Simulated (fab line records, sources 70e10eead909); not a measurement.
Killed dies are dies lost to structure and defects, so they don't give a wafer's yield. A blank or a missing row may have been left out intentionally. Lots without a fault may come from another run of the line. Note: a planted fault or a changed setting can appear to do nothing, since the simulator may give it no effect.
Struck lot and sound lot, side by side | flow nand harc | 15 out of 1302 route steps
Sound: these wafers, L193.2, L193.3, L193.5. Struck: wafer L206.4. (L206.2, L206.3 of the same lot were not struck and are left out.) The cause comes at the end.
Each step with rows lists, per side, the tool, then ch with its chambers, then its first start. Under that, the readings that differ: sound wafers | struck wafers | difference of the means | sigmas: that difference in standard deviations of wafers without a fault.
alike: a reading whose means differ by less than 2 such deviations, as well as words and numbers matching on both sides. not compared: withheld readings; readings where some wafer has no value; bounds like >300 that might hide an equal value; numbers whose values overlap and for which the record gives no deviation.
Wherever a step has rows on one side only, a row that says differs or no value, or a row with sigmas, the two part there. When numbers do not overlap yet have no deviation, they are printed without sigmas and do not part them. A reading that every wafer of one side lacks parts them only if that side has two wafers or more.

NHARC_THIN_TSV_DEP_43: deposits SiO2, target thk 1328.5 nm.
  sound on pecvd-02 ch 0,1,2, day 26 21:47; struck on pecvd-04 ch 2, day 32 01:54
  alike: throttle valve pct
then, 8 steps without rows for these wafers: NHARC_THIN_TSV_DEHYDRATE_04 (time 120 s); NHARC_THIN_TSV_HMDS_05 (time 30 s); NHARC_THIN_TSV_COAT_06; NHARC_THIN_TSV_SOFTBAKE_07 (time 95 s); NHARC_THIN_TSV_EBR_08; NHARC_THIN_TSV_EXPOSE_09 (exposes mask TSV); NHARC_THIN_TSV_PEB_10 (peb time 85 s); NHARC_THIN_TSV_DEVELOP_11 (time 70 s).
NHARC_THIN_TSV_CD_MEAS_12: target cd 1000 nm.
  sound on cd sem-01 ch 0, day 26 22:34; struck on cd sem-02 ch 0, day 32 02:44
  reading    | sound             | struck | difference | sigmas
  cd nm (nm) | 998.4 998.9 998.7 | 1003.0 | +4.3       | +2
then, 1 step without rows for these wafers: NHARC_THIN_TSV_HARDBAKE_13 (time 80 s).
NHARC_THIN_TSV_DESCUM_14: chemistry O2, time 3 s.
  sound on rie diel-04 ch 0,3, day 26 22:44; struck on rie diel-04 ch 1, day 32 02:53
  alike: drypump motor current A, oes product au, rf vpp V, showerhead plenum p Torr, throttle valve pct
  not compared: rf hours counter h
NHARC_THIN_TSV_ETCH_44: etches the open film in CF4/O2, target depth 1594.2 nm, time 797.1 s.
  sound on rie diel-04 ch 0,1, day 26 22:49; struck on rie diel-04 ch 0, day 32 02:59
  reading               | sound             | struck | difference | sigmas
  oes product au (a.u.) | 1.000 0.989 0.994 | 1.238  | +0.244     | +20
  rf fwd power W (W)    | 299.5 300.5 298.9 | 418.0  | +118.4     | +99 or more
  alike: drypump motor current A, rf vpp V, showerhead plenum p Torr, throttle valve pct
  not compared: rf hours counter h
NHARC_THIN_TSV_ETCH_15: target depth 3000 nm, bosch target overetch cycles 2, bosch etch step 2.8 s.
  sound on rie si-04 ch 0,1,3, day 26 23:24; struck on rie si-04 ch 0, day 32 03:33
  alike: drypump motor current A
  not compared: rf hours counter h
NHARC_END_SORT_01:
  sound on prober-01 ch 0, day 27 14:17; struck on prober-01 ch 0, day 32 20:16
  reading      | sound | struck | difference | sigmas
  killed short | 3 1 3 | 6      | +4         | +2
  alike: defect limited yield, killed at array, killed at other, killed at periphery, killed dies, killed open

## WHERE THEY PART
At NHARC_THIN_TSV_CD_MEAS_12 first; at NHARC_END_SORT_01 last (within this record only).

WHY: the cause the simulator had injected
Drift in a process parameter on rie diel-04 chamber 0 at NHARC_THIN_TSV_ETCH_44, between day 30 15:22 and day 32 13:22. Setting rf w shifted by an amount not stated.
